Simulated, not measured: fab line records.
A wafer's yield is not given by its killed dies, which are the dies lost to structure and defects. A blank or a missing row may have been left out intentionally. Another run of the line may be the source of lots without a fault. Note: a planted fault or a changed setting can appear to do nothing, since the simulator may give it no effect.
fab line records	flow nand_harc
record: lots: 24	wafers: 72	last_day: 33
route steps=1302 shown A_M0@1150 A_M1@1180
lots untouched by any fault: they come from a run of this same line in which no faults occurred
start_h: start of the lot's first displayed wafer, in hours after the record's first day	wait_h: hours from the lot's prior step to this one	" unchanged from the row above	L1.1+2: one row covering several wafers at once	- no value, or no start was given	* or withheld: withheld	< > ~ a bound
route shown NAME@n: a module of which the file shows steps, and the number in the route of the first	usual: mean/standard deviation of fault-free wafers	same: alike in all rows	chamber/n: place in a boat	sites: per-site readings	_std_site: standard deviation of those values	_edge_site: inner sites' mean taken away from outer sites' mean	radius_mm: how far each site lies from the wafer's centre	mask NAME#n: copy n	behind: tool/chamber where the wafer was last shaped	hold: what put the lot on hold/how long, in hours/how the hold closed	device: the n, p or np transistor that did not switch	end of line: tests of these same wafers at the route's end	where a step has no rows: the recipe by itself	killed: dies that structure and defects cost at the first sort, which is not the same as the wafer's yield	map: per-die view of a wafer (x killed, . not killed, _ where there is no die)
set.NAME: the setting the step ran with; set.NAME@STEP: the setting that earlier step ran with	model.NAME: the simulator's own value behind a step, which no gauge read
the route's steps for a sample of lots (tables are steps, rows are wafers)
services: a tool's chamber out of use, with start hour (start_h, from the record's first day; less than 0 if before it), hours out, and reason
== steps ==
step: NHARC_A_M0_DESCUM_14
recipe: time_s: 3	o2_flow_sccm: 200	ar_flow_sccm: 0	bias_power_w: 0	chemistry: O2
usual: drypump_motor_current_A: 5.6/0.35	oes_product_au: 0.997/0.0091	rf_vpp_V: 57.7/0.9	showerhead_plenum_p_Torr: 1.92/0.08	throttle_valve_pct: 11.312/0.0091
lot.wafer	tool	chamber	start_h	wait_h	drypump_motor_current_A	oes_product_au	rf_hours_counter_h	rf_vpp_V	showerhead_plenum_p_Torr	throttle_valve_pct
L074.4	rie_diel-11	0	514.46	0.1	5.7	0.997	3.5	57.3	1.88	11.318
L074.3	"	3	"	"	6.0	0.986	3.6	56.8	1.80	11.315
L074.5	"	0	"	"	5.6	0.994	-	58.3	1.88	11.297
L076.2	rie_diel-03	1	536.29	0.1	6.0	1.001	5.1	57.8	1.82	11.302
L076.5	"	0	"	"	5.2	0.985	-	58.1	2.01	11.317
L076.6	"	1	"	"	6.0	0.993	-	57.4	1.82	11.324
L075.1	rie_diel-11	1	536.58	0.1	5.6	1.002	4.3	57.7	2.02	11.314
L075.2	"	0	"	"	5.6	0.996	4.8	58.2	1.88	11.317
L075.5	"	1	"	"	5.6	1.009	-	58.2	2.02	11.321
L077.4	rie_diel-03	1	551.51	0.1	6.1	0.989	5.5	58.4	1.82	11.323
L077.1	"	3	"	"	5.3	1.005	5.1	58.8	1.94	11.298
L077.5	"	0	"	"	5.2	0.985	-	58.4	2.01	11.325
L078.3	rie_diel-03	0	561.59	0.1	5.2	0.982	4.7	59.4	2.01	11.323
L078.5	"	0	"	"	5.2	0.974	-	57.8	2.01	11.317
L078.6	"	1	"	"	6.0	0.991	-	59.4	1.82	11.299
L079.4	rie_diel-11	1	586.59	0.1	5.6	1.006	6.2	56.4	2.02	11.318
L079.6	"	0	"	"	5.6	0.992	-	57.8	1.87	11.296
L079.5	"	1	"	"	5.6	1.017	-	57.9	2.02	11.317
L080.4	rie_diel-05	3	595.25	0.1	6.2	1.013	0	57.8	1.97	11.320
L080.3	"	1	"	"	5.4	0.994	0	57.0	1.99	11.325
L080.6	"	2	"	"	5.6	1.010	-	56.2	1.84	11.312
L081.4	rie_diel-11	3	602.82	0.1	6.0	0.981	7.3	55.9	1.80	11.305
L081.1	"	0	"	"	5.6	0.994	6.9	58.2	1.87	11.308
L081.5	"	0	"	"	5.6	0.997	-	57.0	1.87	11.320
L082.2	rie_diel-11	0	603.55	0.1	5.6	1.007	7.0	58.1	1.87	11.310
L082.3	"	1	"	"	5.6	1.020	6.9	57.9	2.02	11.316
L082.1	"	2	"	"	5.3	1.006	7.0	58.0	1.86	11.306
L083.3	rie_diel-05	0	623.60	0.1	5.2	0.992	2.4	59.3	2.03	11.305
L083.1	"	2	"	"	5.6	0.997	2.1	58.7	1.84	11.328
L083.6	"	3	"	"	6.2	1.001	-	58.0	1.97	11.321
L084.1	rie_diel-11	1	628.64	0.1	5.6	1.006	1.2	57.9	2.02	11.307
L084.2	"	2	"	"	5.3	0.996	1.4	57.7	1.86	11.294
L084.5	"	1	"	"	5.6	1.001	-	59.2	2.02	11.311
L085.2	rie_diel-11	2	630.81	0.1	5.3	0.989	1.5	57.6	1.86	11.297
L085.3	"	3	"	"	6.0	0.982	1.2	56.9	1.80	11.292
L085.6	"	1	"	"	5.6	1.008	-	57.7	2.02	11.330
L086.1	rie_diel-05	0	635.63	0.1	5.3	0.992	2.9	57.6	2.03	11.312
L086.4	"	1	"	"	5.5	1.005	2.8	59.3	1.98	11.322
L086.6	"	0	"	"	5.2	0.993	-	57.8	2.03	11.307
L087.4	rie_diel-05	3	653.90	0.1	6.2	1.004	4.8	56.5	1.97	11.326
L087.3	"	0	"	"	5.2	0.995	4.1	58.3	2.03	11.310
L087.6	"	2	"	"	5.6	0.999	-	57.6	1.84	11.320
L088.4	rie_diel-11	2	664.90	0.1	5.3	0.983	3.7	57.3	1.86	11.306
L088.5	"	1	"	"	5.6	1.001	-	58.2	2.02	11.315
L088.6	"	2	"	"	5.3	0.985	-	57.5	1.86	11.308
L089.4	rie_diel-05	3	668.83	0.1	6.2	1.003	5.2	58.8	1.97	11.313
L089.1	"	0	"	"	5.2	1.001	4.5	57.7	2.03	11.296
L089.2	"	1	"	"	5.4	0.983	4.7	58.5	1.98	11.320
L090.3	rie_diel-03	2	671.14	0.1	6.4	0.999	0.6	58.1	1.93	11.299
L090.4	"	1	"	"	6.1	0.990	0.6	56.6	1.82	11.306
L090.5	"	2	"	"	6.3	0.992	-	58.0	1.93	11.320
L091.1	rie_diel-11	0	713.45	0.1	5.6	0.990	6.8	57.4	1.87	11.314
L091.4	"	2	"	"	5.3	0.993	5.4	58.3	1.86	11.305
L091.5	"	0	"	"	5.6	0.988	-	58.8	1.87	11.317
L092.3	rie_diel-05	1	714.01	0.1	5.4	1.001	7.2	57.7	1.98	11.293
L092.1	"	3	"	"	6.2	1.000	8.0	58.4	1.97	11.327
L092.2	"	0	"	"	5.2	0.996	7.7	58.7	2.03	11.320
L093.1	rie_diel-03	1	718.51	0.1	6.1	1.000	5.1	56.6	1.82	11.296
L093.4	"	2	"	"	6.4	1.011	4.6	58.7	1.93	11.324
L093.5	"	2	"	"	6.3	1.003	-	56.7	1.93	11.305
L094.3	rie_diel-11	1	719.03	0.1	5.6	0.996	7.1	58.8	2.02	11.294
L094.5	"	1	"	"	5.6	0.997	-	57.5	2.02	11.312
L094.6	"	2	"	"	5.3	0.990	-	56.8	1.86	11.323
L095.2	rie_diel-05	3	738.55	0.1	6.2	0.995	8.6	56.7	1.97	11.297
L095.4	"	0	"	"	5.3	0.990	8.3	60.0	2.03	11.310
L095.6	"	1	"	"	5.5	0.991	-	56.9	1.98	11.315
L097.1	rie_diel-05	2	752.99	0.1	5.6	1.000	8.8	56.2	1.84	11.299
L097.2	"	0	"	"	5.3	0.997	9.1	57.1	2.03	11.314
L097.6	"	2	"	"	5.6	1.003	-	56.5	1.84	11.314
L096.2	rie_diel-11	3	754.62	0.1	6.0	0.991	8.4	56.6	1.80	11.315
L096.1	"	0	"	"	5.6	0.997	8.8	57.9	1.87	11.321
L096.5	"	2	"	"	5.3	0.994	-	58.3	1.86	11.314
step: NHARC_A_M1_OVL_MEAS_10
recipe: pitch_nm: 240
usual: overlay_x_nm: -0.1/0.99	overlay_y_nm: 0.1/0.97
lot.wafer	tool	chamber	start_h	wait_h	overlay_x_nm	overlay_y_nm
L074.3	overlay-01	-	518.65	-	-0.6	1.7
L074.4	"	-	"	"	-0.9	1.3
L074.5	"	-	"	"	-1.4	1.5
L076.2	overlay-02	-	540.09	-	0.9	-1.2
L076.5	"	-	"	"	0.9	-1.2
L076.6	"	-	"	"	0.6	-0.8
L075.1	overlay-02	-	540.43	-	2.6	-0.9
L075.2	"	-	"	"	1.8	-1.0
L075.5	"	-	"	"	1.3	-1.7
L077.1	overlay-01	-	555.35	-	0.1	-1.4
L077.4	"	-	"	"	0.3	-1.2
L077.5	"	-	"	"	0.6	-1.4
L078.3	overlay-02	-	565.71	-	0.9	1.3
L078.5	"	-	"	"	1.0	1.3
L078.6	"	-	"	"	0.5	1.1
L079.4	overlay-01	-	590.76	-	-1.4	1.3
L079.5	"	-	"	"	-1.1	1.7
L079.6	"	-	"	"	-1.4	1.2
L080.3	overlay-01	-	599.18	-	-1.3	-0.3
L080.4	"	-	"	"	-1.7	-0.3
L080.6	"	-	"	"	-0.9	-0.4
L081.1	overlay-02	-	606.82	-	-0.1	1.0
L081.4	"	-	"	"	0.1	1.3
L081.5	"	-	"	"	0.0	0.7
L082.1	overlay-01	-	607.54	-	-0.7	-0.7
L082.2	"	-	"	"	-0.1	-1.3
L082.3	"	-	"	"	-0.1	-0.6
L083.1	overlay-02	-	627.41	-	0.1	-0.6
L083.3	"	-	"	"	0.5	0.2
L083.6	"	-	"	"	0.2	0.0
L084.1	overlay-01	-	632.60	-	-2.2	1.5
L084.2	"	-	"	"	-1.5	0.9
L084.5	"	-	"	"	-2.5	1.3
L085.2	overlay-01	-	635.21	-	-0.8	0.4
L085.3	"	-	"	"	-1.0	0.2
L085.6	"	-	"	"	-1.4	0.9
L086.1	overlay-02	-	641.60	-	0.1	-0.8
L086.4	"	-	"	"	0.4	-1.0
L086.6	"	-	"	"	-0.3	-0.7
L087.3	overlay-01	-	657.73	-	1.6	0.4
L087.4	"	-	"	"	1.8	-0.1
L087.6	"	-	"	"	2.2	0.0
L088.4	overlay-01	-	668.89	-	-0.8	0.4
L088.5	"	-	"	"	-0.6	0.9
L088.6	"	-	"	"	-0.4	0.8
L089.1	overlay-02	-	672.90	-	-1.4	0.8
L089.2	"	-	"	"	-0.8	0.7
L089.4	"	-	"	"	-1.2	0.9
L090.3	overlay-01	-	675.03	-	1.0	0.0
L090.4	"	-	"	"	0.8	0.0
L090.5	"	-	"	"	0.8	0.2
L091.1	overlay-01	-	717.39	-	0.5	0.5
L091.4	"	-	"	"	0.7	0.5
L091.5	"	-	"	"	0.6	0.8
L092.1	overlay-01	-	717.90	-	-0.7	-0.6
L092.2	"	-	"	"	-0.3	-0.4
L092.3	"	-	"	"	0.0	-0.5
L093.1	overlay-01	-	722.46	-	-0.3	0.7
L093.4	"	-	"	"	-0.9	0.6
L093.5	"	-	"	"	-0.8	0.6
L094.3	overlay-02	-	723.01	-	-0.1	-0.4
L094.5	"	-	"	"	-0.1	0.1
L094.6	"	-	"	"	0.3	0.0
L095.2	overlay-02	-	743.08	-	0.0	0.6
L095.4	"	-	"	"	0.2	1.4
L095.6	"	-	"	"	0.2	0.2
L097.1	overlay-02	-	756.84	-	0.9	-1.3
L097.2	"	-	"	"	1.3	-1.2
L097.6	"	-	"	"	0.7	-0.8
L096.1	overlay-02	-	758.55	-	0.2	-0.8
L096.2	"	-	"	"	0.2	-0.6
L096.5	"	-	"	"	-0.5	-0.3
step: NHARC_A_M1_CD_MEAS_16
usual: cd_nm: 120.1/0.79
lot.wafer	tool	chamber	start_h	wait_h	cd_nm
L074.3	cd_sem-02	-	519.05	-	119.0
L074.4	"	-	"	"	118.9
L074.5	"	-	"	"	119.6
L076.2	cd_sem-01	-	540.50	-	119.9
L076.5	"	-	"	"	120.7
L076.6	"	-	"	"	119.8
L075.1	cd_sem-01	-	540.83	-	119.0
L075.2	"	-	"	"	121.0
L075.5	"	-	"	"	120.1
L077.1	cd_sem-03	-	556.08	-	119.8
L077.4	"	-	"	"	118.5
L077.5	"	-	"	"	120.4
L078.3	cd_sem-01	-	566.16	-	120.0
L078.5	"	-	"	"	120.3
L078.6	"	-	"	"	121.5
L079.4	cd_sem-02	-	591.17	-	119.1
L079.5	"	-	"	"	119.5
L079.6	"	-	"	"	119.7
L080.3	cd_sem-02	-	599.59	-	120.5
L080.4	"	-	"	"	119.8
L080.6	"	-	"	"	120.4
L081.1	cd_sem-02	-	607.22	-	120.7
L081.4	"	-	"	"	119.6
L081.5	"	-	"	"	120.1
L082.1	cd_sem-02	-	607.94	-	119.7
L082.2	"	-	"	"	120.6
L082.3	"	-	"	"	120.4
L083.1	cd_sem-03	-	627.81	-	119.0
L083.3	"	-	"	"	120.3
L083.6	"	-	"	"	120.7
L084.1	cd_sem-01	-	633.03	-	119.4
L084.2	"	-	"	"	119.8
L084.5	"	-	"	"	118.6
L085.2	cd_sem-03	-	635.61	-	120.1
L085.3	"	-	"	"	120.4
L085.6	"	-	"	"	120.4
L086.1	cd_sem-03	-	642.00	-	120.5
L086.4	"	-	"	"	121.6
L086.6	"	-	"	"	120.8
L087.3	cd_sem-03	-	658.14	-	119.5
L087.4	"	-	"	"	119.3
L087.6	"	-	"	"	119.4
L088.4	cd_sem-01	-	669.30	-	119.1
L088.5	"	-	"	"	121.1
L088.6	"	-	"	"	121.1
L089.1	cd_sem-03	-	673.30	-	119.7
L089.2	"	-	"	"	120.2
L089.4	"	-	"	"	119.3
L090.3	cd_sem-01	-	675.44	-	121.4
L090.4	"	-	"	"	121.0
L090.5	"	-	"	"	121.5
L091.1	cd_sem-01	-	717.79	-	119.9
L091.4	"	-	"	"	119.7
L091.5	"	-	"	"	119.3
L092.1	cd_sem-02	-	718.30	-	121.3
L092.2	"	-	"	"	119.9
L092.3	"	-	"	"	120.7
L093.1	cd_sem-02	-	722.86	-	120.5
L093.4	"	-	"	"	121.3
L093.5	"	-	"	"	120.4
L094.3	cd_sem-02	-	723.41	-	121.0
L094.5	"	-	"	"	120.0
L094.6	"	-	"	"	121.0
L095.2	cd_sem-02	-	743.49	-	120.7
L095.4	"	-	"	"	120.2
L095.6	"	-	"	"	120.7
L097.1	cd_sem-01	-	757.24	-	121.8
L097.2	"	-	"	"	120.0
L097.6	"	-	"	"	120.2
L096.1	cd_sem-01	-	758.96	-	118.6
L096.2	"	-	"	"	118.5
L096.5	"	-	"	"	118.3
step: NHARC_A_M1_ETCH_28
recipe: target_depth_a: 300	over_etch_frac: 0.3	time_s: 72.99	ion_energy_ev: 150	cf4_flow_sccm: 50	n2_flow_sccm: 100	ar_flow_sccm: 150	rf_w: 300	bias_w: 100	chemistry: CF4/N2
usual: drypump_motor_current_A: 5.6/0.52	oes_product_au: 0.999/0.0087	rf_vpp_V: 313.5/2	showerhead_plenum_p_Torr: 2.59/0.099	throttle_valve_pct: 19.794/0.0095
lot.wafer	tool	chamber	start_h	wait_h	drypump_motor_current_A	oes_product_au	rf_hours_counter_h	rf_vpp_V	showerhead_plenum_p_Torr	throttle_valve_pct
L074.3	rie_diel-12	3	-	-	5.9	0.994	4.1	312.9	2.51	19.797
L074.4	"	0	"	"	5.5	1.009	3.5	316.3	2.75	19.787
L074.5	"	3	"	"	5.9	0.991	-	312.3	2.51	19.803
L076.2	rie_diel-02	1	-	-	5.7	1.014	7.2	316.0	2.70	19.804
L076.5	"	0	"	"	5.5	1.003	-	312.1	2.49	19.798
L076.6	"	1	"	"	5.7	1.010	-	315.7	2.70	19.794
L075.2	rie_diel-12	0	-	-	5.5	0.998	4.5	316.2	2.75	19.772
L075.1	"	1	"	"	6.2	0.990	6.0	313.3	2.59	19.787
L075.5	"	2	"	"	5.1	0.998	-	312.7	2.50	19.803
L077.4	rie_diel-12	3	-	-	5.9	0.992	6.0	313.2	2.51	19.807
L077.1	"	0	"	"	5.5	1.022	5.1	317.8	2.75	19.805
L077.5	"	1	"	"	6.3	0.984	-	313.7	2.59	19.805
L078.3	rie_diel-13	1	-	-	6.7	0.995	1.0	315.6	2.66	19.806
L078.5	"	2	"	"	5.0	0.992	-	311.1	2.46	19.786
L078.6	"	0	"	"	5.2	1.012	-	313.6	2.67	19.801
L079.4	rie_diel-12	1	-	-	6.2	0.983	8.1	313.8	2.59	19.807
L079.6	"	2	"	"	5.1	1.004	-	312.9	2.50	19.794
L079.5	"	3	"	"	5.9	0.990	-	313.1	2.51	19.797
L080.3	rie_diel-02	0	-	-	5.5	1.005	0.3	312.4	2.49	19.792
L080.4	"	2	"	"	5.3	1.004	0.4	311.5	2.50	19.797
L080.6	"	0	"	"	5.5	1.002	-	311.9	2.49	19.786
L081.1	rie_diel-12	1	607.70	0.3	6.3	0.981	8.4	314.1	2.59	19.777
L081.4	"	1	"	"	6.3	0.983	-	314.2	2.59	19.807
L081.5	"	1	"	"	6.2	0.989	-	314.5	2.59	19.777
L082.2	rie_diel-13	1	-	-	6.7	1.018	2.1	313.4	2.66	19.804
L082.1	"	2	"	"	5.0	0.992	2.1	310.9	2.46	19.786
L082.3	"	0	"	"	5.2	1.021	1.9	313.8	2.67	19.799
L083.1	rie_diel-13	2	-	-	5.0	1.000	2.4	311.2	2.46	19.797
L083.3	"	0	"	"	5.2	1.014	2.2	317.0	2.67	19.804
L083.6	"	2	"	"	5.0	0.993	-	310.4	2.46	19.776
L084.1	rie_diel-13	1	-	-	6.7	1.001	2.9	313.3	2.66	19.783
L084.2	"	0	"	"	5.2	1.019	2.6	314.9	2.66	19.793
L084.5	"	1	"	"	6.7	0.998	-	315.2	2.66	19.789
L085.2	rie_diel-12	3	-	-	5.9	0.992	1.1	314.2	2.51	19.795
L085.3	"	1	"	"	6.3	0.982	1.1	313.7	2.59	19.778
L085.6	"	0	"	"	5.6	1.010	-	316.2	2.75	19.798
L086.1	rie_diel-02	0	-	-	5.5	0.996	3.0	313.1	2.49	19.784
L086.4	"	3	"	"	5.2	0.993	2.3	316.3	2.69	19.781
L086.6	"	0	"	"	5.5	0.996	-	312.4	2.49	19.783
L087.3	rie_diel-02	2	-	-	5.3	0.999	3.8	312.8	2.50	19.795
L087.4	"	1	"	"	5.7	1.013	5.0	314.8	2.70	19.793
L087.6	"	3	"	"	5.2	0.994	-	315.9	2.69	19.783
L088.4	rie_diel-12	3	-	-	5.9	0.988	2.1	312.0	2.51	19.781
L088.6	"	3	"	"	5.9	0.999	-	312.3	2.51	19.810
L088.5	"	0	"	"	5.5	1.000	-	316.9	2.75	19.798
L089.4	rie_diel-02	1	-	-	5.7	1.005	6.0	314.9	2.70	19.782
L089.1	"	3	"	"	5.2	0.996	4.1	314.6	2.69	19.800
L089.2	"	0	"	"	5.5	0.999	5.7	310.7	2.49	19.803
L090.3	rie_diel-13	3	-	-	6.2	1.009	4.3	315.7	2.70	19.794
L090.4	"	1	"	"	6.7	1.011	4.5	314.3	2.66	19.793
L090.5	"	3	"	"	6.2	1.010	-	316.3	2.70	19.779
L091.4	rie_diel-12	1	-	-	6.3	1.002	6.1	312.7	2.59	19.786
L091.1	"	2	"	"	5.1	0.993	5.7	311.8	2.49	19.804
L091.5	"	1	"	"	6.3	0.999	-	312.2	2.59	19.798
L092.1	rie_diel-12	0	-	-	5.5	1.001	5.8	315.7	2.75	19.802
L092.3	"	1	"	"	6.2	1.003	6.2	313.2	2.59	19.786
L092.2	"	3	"	"	5.9	0.995	5.3	313.5	2.50	19.795
L093.1	rie_diel-02	2	-	-	5.3	0.998	6.5	311.6	2.50	19.794
L093.4	"	3	"	"	5.2	0.998	6.5	316.2	2.69	19.805
L093.5	"	1	"	"	5.7	1.004	-	315.2	2.70	19.777
L094.3	rie_diel-02	0	-	-	5.5	0.982	8.0	312.4	2.49	19.799
L094.5	"	2	"	"	5.3	0.996	-	311.2	2.50	19.784
L094.6	"	3	"	"	5.2	0.980	-	315.7	2.69	19.808
L095.2	rie_diel-12	1	-	-	6.2	0.992	6.7	312.6	2.59	19.809
L095.6	"	2	"	"	5.2	0.994	-	311.2	2.49	19.792
L095.4	"	3	"	"	5.9	0.990	-	312.4	2.50	19.822
L097.1	rie_diel-13	2	-	-	5.0	1.003	1.7	311.0	2.46	19.770
L097.2	"	3	"	"	6.2	1.011	1.6	316.1	2.70	19.787
L097.6	"	1	"	"	6.7	1.007	-	316.2	2.66	19.798
L096.2	rie_diel-13	2	-	-	5.0	1.008	1.7	311.2	2.46	19.799
L096.1	"	3	"	"	6.2	1.009	1.7	314.6	2.70	19.793
L096.5	"	1	"	"	6.7	0.999	-	314.1	2.66	19.796
step: NHARC_A_M1_PVD_21
recipe: target_thk_a: 300	chamber_pressure_pa: 5	power_w: 5000	substrate_temp_c: 30	time_s: 20.49	material: Cu
usual: throttle_valve_pct: 29.8/0.95
lot.wafer	tool	chamber	start_h	wait_h	throttle_valve_pct
L074.3	pvd_sputter-03	-	-	-	28.4
L074.4	"	-	"	"	29.8
L074.5	"	-	"	"	30.2
L076.2	pvd_sputter-02	-	-	-	31.1
L076.5	"	-	"	"	29.9
L076.6	"	-	"	"	27.8
L075.2	pvd_sputter-01	-	-	-	29.8
L075.1	"	-	"	"	28.6
L075.5	"	-	"	"	30.0
L077.1	pvd_sputter-03	-	-	-	29.9
L077.4	"	-	"	"	29.5
L077.5	"	-	"	"	30.0
L078.3	pvd_sputter-03	-	-	-	30.0
L078.5	"	-	"	"	29.7
L078.6	"	-	"	"	29.4
L079.4	pvd_sputter-03	-	-	-	29.8
L079.5	"	-	"	"	29.5
L079.6	"	-	"	"	30.2
L080.4	pvd_sputter-02	-	-	-	28.1
L080.3	"	-	"	"	31.6
L080.6	"	-	"	"	30.2
L081.1	pvd_sputter-03	-	-	-	29.5
L081.4	"	-	"	"	29.6
L081.5	"	-	"	"	29.9
L082.2	pvd_sputter-03	-	-	-	29.9
L082.3	"	-	"	"	29.6
L082.1	"	-	"	"	29.9
L083.1	pvd_sputter-01	-	-	-	28.4
L083.3	"	-	"	"	32.5
L083.6	"	-	"	"	28.5
L084.1	pvd_sputter-03	-	-	-	29.7
L084.2	"	-	"	"	29.5
L084.5	"	-	"	"	29.9
L085.3	pvd_sputter-03	-	-	-	29.3
L085.2	"	-	"	"	29.7
L085.6	"	-	"	"	29.7
L086.1	pvd_sputter-03	-	-	-	29.5
L086.4	"	-	"	"	29.8
L086.6	"	-	"	"	29.7
L087.3	pvd_sputter-01	-	-	-	30.1
L087.4	"	-	"	"	32.2
L087.6	"	-	"	"	29.6
L088.4	pvd_sputter-01	-	-	-	29.6
L088.6	"	-	"	"	28.5
L088.5	"	-	"	"	32.5
L089.1	pvd_sputter-03	-	-	-	29.6
L089.4	"	-	"	"	29.7
L089.2	"	-	"	"	29.5
L090.4	pvd_sputter-03	-	-	-	29.7
L090.3	"	-	"	"	30.3
L090.5	"	-	"	"	29.6
L091.1	pvd_sputter-02	-	-	-	29.6
L091.4	"	-	"	"	30.9
L091.5	"	-	"	"	29.5
L092.3	pvd_sputter-03	-	-	-	30.5
L092.1	"	-	"	"	29.1
L092.2	"	-	"	"	29.7
L093.1	pvd_sputter-01	-	-	-	30.4
L093.4	"	-	"	"	28.6
L093.5	"	-	"	"	32.4
L094.3	pvd_sputter-01	-	-	-	29.7
L094.6	"	-	"	"	30.1
L094.5	"	-	"	"	28.5
L095.2	pvd_sputter-03	-	-	-	29.0
L095.4	"	-	"	"	30.0
L095.6	"	-	"	"	29.2
L097.1	pvd_sputter-02	-	-	-	30.9
L097.2	"	-	"	"	29.7
L097.6	"	-	"	"	29.4
L096.2	pvd_sputter-02	-	-	-	28.4
L096.1	"	-	"	"	30.9
L096.5	"	-	"	"	28.2
step: NHARC_A_M1_DEP_33
recipe: target_thk_a: 300	temp_c: 370	target_thk_nm: 30	pressure_torr: 3	flow_sccm: 200	rf_w: 450	material: SiCN
usual: heater_power_w: 578/55
lot.wafer	tool	chamber	start_h	wait_h	heater_power_w
L074.3	pecvd-02	2	521.54	0.1	522
L074.5	"	1	"	"	662
L074.4	"	0	"	"	544
L076.2	pecvd-04	2	542.95	0.1	574
L076.6	"	2	"	"	576
L076.5	"	0	"	"	642
L075.2	pecvd-03	1	543.29	0.1	668
L075.1	"	2	"	"	534
L075.5	"	1	"	"	650
L077.1	pecvd-04	0	558.53	0.1	626
L077.4	"	0	"	"	645
L077.5	"	1	"	"	586
L078.3	pecvd-02	2	568.64	0.1	585
L078.5	"	2	"	"	579
L078.6	"	0	"	"	499
L079.4	pecvd-03	2	593.70	0.2	556
L079.6	"	0	"	"	506
L079.5	"	1	"	"	645
L080.3	pecvd-03	2	602.04	0.1	536
L080.4	"	1	"	"	655
L080.6	"	2	"	"	532
L081.1	pecvd-02	0	609.84	0.1	578
L081.4	"	0	"	"	570
L081.5	"	2	"	"	537
L082.1	pecvd-02	2	610.37	0.1	571
L082.3	"	0	"	"	510
L082.2	"	1	"	"	571
L083.3	pecvd-02	1	630.28	0.1	645
L083.1	"	2	"	"	594
L083.6	"	1	"	"	637
L084.1	pecvd-02	0	635.48	0.1	592
L084.2	"	1	"	"	682
L084.5	"	2	"	"	618
L085.3	pecvd-02	1	639.15	0.1	665
L085.2	"	2	"	"	586
L085.6	"	1	"	"	649
L086.1	pecvd-02	1	644.50	0.1	678
L086.6	"	0	"	"	550
L086.4	"	1	"	"	664
L087.3	pecvd-04	2	660.60	0.1	539
L087.6	"	1	"	"	523
L087.4	"	0	"	"	596
L088.4	pecvd-02	1	671.84	0.2	572
L088.5	"	2	"	"	562
L088.6	"	0	"	"	493
L089.2	pecvd-02	0	675.71	0.1	543
L089.1	"	2	"	"	597
L089.4	"	0	"	"	568
L090.3	pecvd-02	2	677.93	0.1	500
L090.4	"	1	"	"	606
L090.5	"	2	"	"	499
L091.1	pecvd-02	2	720.31	0.1	544
L091.5	"	0	"	"	541
L091.4	"	1	"	"	571
L092.1	pecvd-04	2	720.72	0.1	601
L092.3	"	0	"	"	596
L092.2	"	1	"	"	599
L093.1	pecvd-03	1	725.30	0.1	694
L093.5	"	2	"	"	507
L093.4	"	0	"	"	501
L094.3	pecvd-02	2	725.84	0.1	600
L094.6	"	0	"	"	538
L094.5	"	1	"	"	695
L095.2	pecvd-02	1	746.00	0.1	604
L095.4	"	1	"	"	618
L095.6	"	0	"	"	504
L097.2	pecvd-03	2	759.70	0.1	561
L097.1	"	0	"	"	458
L097.6	"	1	"	"	648
L096.1	pecvd-02	2	761.38	0.1	531
L096.2	"	1	"	"	604
L096.5	"	2	"	"	529
== services ==
tool	chamber	start_h	hours	kind
rie_diel-11	2	501.86	8.8	repair
pvd_sputter-03	-	506.61	9.4	repair
rie_diel-11	1	524.90	3.3	repair
pvd_sputter-03	-	526.01	10.0	pm
rie_diel-12	3	561.75	4.6	repair
rie_diel-12	-	577.83	1.6	repair
rie_diel-05	-	583.71	9.0	pm
pecvd-02	-	589.10	13.0	pm
rie_diel-12	0	600.75	13.1	repair
rie_diel-12	3	603.23	15.4	repair
rie_diel-05	1	604.97	10.2	repair
rie_diel-11	-	611.47	9.0	pm
rie_diel-12	-	622.40	9.0	pm
rie_diel-05	0	642.62	6.6	repair
pvd_sputter-03	-	659.93	7.6	repair
pecvd-02	0	665.63	2.0	repair
rie_diel-11	2	666.24	14.1	repair
rie_diel-05	1	689.68	5.4	repair
pvd_sputter-03	-	704.01	10.0	pm
pecvd-02	1	712.69	3.6	repair
pecvd-02	2	735.63	12.2	repair
rie_diel-12	0	743.10	13.6	repair
rie_diel-11	-	745.53	0.5	repair
rie_diel-12	3	755.18	4.8	repair
== key ==
fault none
